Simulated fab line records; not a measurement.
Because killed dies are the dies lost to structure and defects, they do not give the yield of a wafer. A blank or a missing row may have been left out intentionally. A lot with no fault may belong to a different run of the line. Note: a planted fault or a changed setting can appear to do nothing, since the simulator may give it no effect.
Matching of chambers || flow nand harc || 4 sister chambers for NHARC_A_STAIRCASE_TRIM_187 on rie diel-10
The step chemistry O2, time 211.2 s. 14 wafers are shown with their chamber, then 7 later ones without.

## WAFERS WITH THEIR CHAMBER
{"wafer": "L078.2", "chamber": 2, "drypump motor current A (A)": 6.3, "showerhead plenum p Torr (Torr)": 3.61, "oes product au (a.u.)": 1.005}
{"wafer": "L078.3", "chamber": 1, "drypump motor current A (A)": 6.7, "showerhead plenum p Torr (Torr)": 3.43, "oes product au (a.u.)": 0.992}
{"wafer": "L078.6", "chamber": 2, "drypump motor current A (A)": 6.2, "showerhead plenum p Torr (Torr)": 3.61, "oes product au (a.u.)": 1.010}
{"wafer": "L078.1", "chamber": 3, "drypump motor current A (A)": 5.2, "showerhead plenum p Torr (Torr)": 3.40, "oes product au (a.u.)": 0.992}
{"wafer": "L078.4", "chamber": 0, "drypump motor current A (A)": 5.5, "showerhead plenum p Torr (Torr)": 3.64, "oes product au (a.u.)": 0.996}
{"wafer": "L078.5", "chamber": 1, "drypump motor current A (A)": 6.7, "showerhead plenum p Torr (Torr)": 3.43, "oes product au (a.u.)": 0.994}
{"wafer": "L083.1", "chamber": 1, "drypump motor current A (A)": 6.7, "showerhead plenum p Torr (Torr)": 3.42, "oes product au (a.u.)": 1.000}
{"wafer": "L083.4", "chamber": 3, "drypump motor current A (A)": 5.2, "showerhead plenum p Torr (Torr)": 3.39, "oes product au (a.u.)": 0.999}
{"wafer": "L083.5", "chamber": 0, "drypump motor current A (A)": 5.5, "showerhead plenum p Torr (Torr)": 3.63, "oes product au (a.u.)": 0.992}
{"wafer": "L088.3", "chamber": 0, "drypump motor current A (A)": 5.5, "showerhead plenum p Torr (Torr)": 3.63, "oes product au (a.u.)": 0.997}
{"wafer": "L088.5", "chamber": 3, "drypump motor current A (A)": 5.2, "showerhead plenum p Torr (Torr)": 3.39, "oes product au (a.u.)": 1.000}
{"wafer": "L088.6", "chamber": 2, "drypump motor current A (A)": 6.2, "showerhead plenum p Torr (Torr)": 3.60, "oes product au (a.u.)": 1.006}
{"wafer": "L090.1", "chamber": 1, "drypump motor current A (A)": 6.7, "showerhead plenum p Torr (Torr)": 3.42, "oes product au (a.u.)": 1.010}
{"wafer": "L090.3", "chamber": 3, "drypump motor current A (A)": 5.2, "showerhead plenum p Torr (Torr)": 3.39, "oes product au (a.u.)": 0.998}

SIGNATURES (means of the wafers above)
{"reading": "drypump motor current A", "chamber 0": 5.500, "chamber 1": 6.700, "chamber 2": 6.233, "chamber 3": 5.200, "scatter within a chamber": 0.0258}
{"reading": "showerhead plenum p Torr", "chamber 0": 3.6333, "chamber 1": 3.4250, "chamber 2": 3.6067, "chamber 3": 3.3925, "scatter within a chamber": 0.00555}
{"reading": "oes product au", "chamber 0": 0.99500, "chamber 1": 0.99900, "chamber 2": 1.00700, "chamber 3": 0.99725, "scatter within a chamber": 0.00513}
Rule: for each reading, subtract the chamber's mean from the wafer's reading, divide by that reading's scatter and square the result; add these up over the readings and take the root, which gives the wafer's distance from the chamber. If the next closest chamber is less than 2 further off than the closest, the wafer can't be placed; otherwise it belongs to the closest. The scatter: take each reading less its chamber's mean, square it, sum over the shown wafers, divide by the number of wafers less the number of chambers, and take the root.

## WAFERS WHOSE CHAMBER IS MISSING
{"wafer": "L090.6", "drypump motor current A (A)": 5.2, "showerhead plenum p Torr (Torr)": 3.39, "oes product au (a.u.)": 1.002}
{"wafer": "L089.1", "drypump motor current A (A)": 6.3, "showerhead plenum p Torr (Torr)": 3.59, "oes product au (a.u.)": 1.012}
{"wafer": "L089.4", "drypump motor current A (A)": 6.7, "showerhead plenum p Torr (Torr)": 3.42, "oes product au (a.u.)": 0.997}
{"wafer": "L089.6", "drypump motor current A (A)": 6.3, "showerhead plenum p Torr (Torr)": 3.59, "oes product au (a.u.)": 1.010}
{"wafer": "L096.4", "drypump motor current A (A)": 5.4, "showerhead plenum p Torr (Torr)": 3.62, "oes product au (a.u.)": 1.024}
{"wafer": "L096.5", "drypump motor current A (A)": 5.2, "showerhead plenum p Torr (Torr)": 3.38, "oes product au (a.u.)": 0.994}
{"wafer": "L096.6", "drypump motor current A (A)": 5.5, "showerhead plenum p Torr (Torr)": 3.62, "oes product au (a.u.)": 1.017}

## WHICH CHAMBER EACH ONE RAN IN
{"wafer": "L090.6", "from the rows above": 3, "in truth": 3}
{"wafer": "L089.1", "from the rows above": 2, "in truth": 2}
{"wafer": "L089.4", "from the rows above": 1, "in truth": 1}
{"wafer": "L089.6", "from the rows above": 2, "in truth": 2}
{"wafer": "L096.4", "from the rows above": 0, "in truth": 0}
{"wafer": "L096.5", "from the rows above": 3, "in truth": 3}
{"wafer": "L096.6", "from the rows above": 0, "in truth": 0}
Correctly placed: 7 of 7. Not placeable from these rows: 0. Wrongly placed: 0.
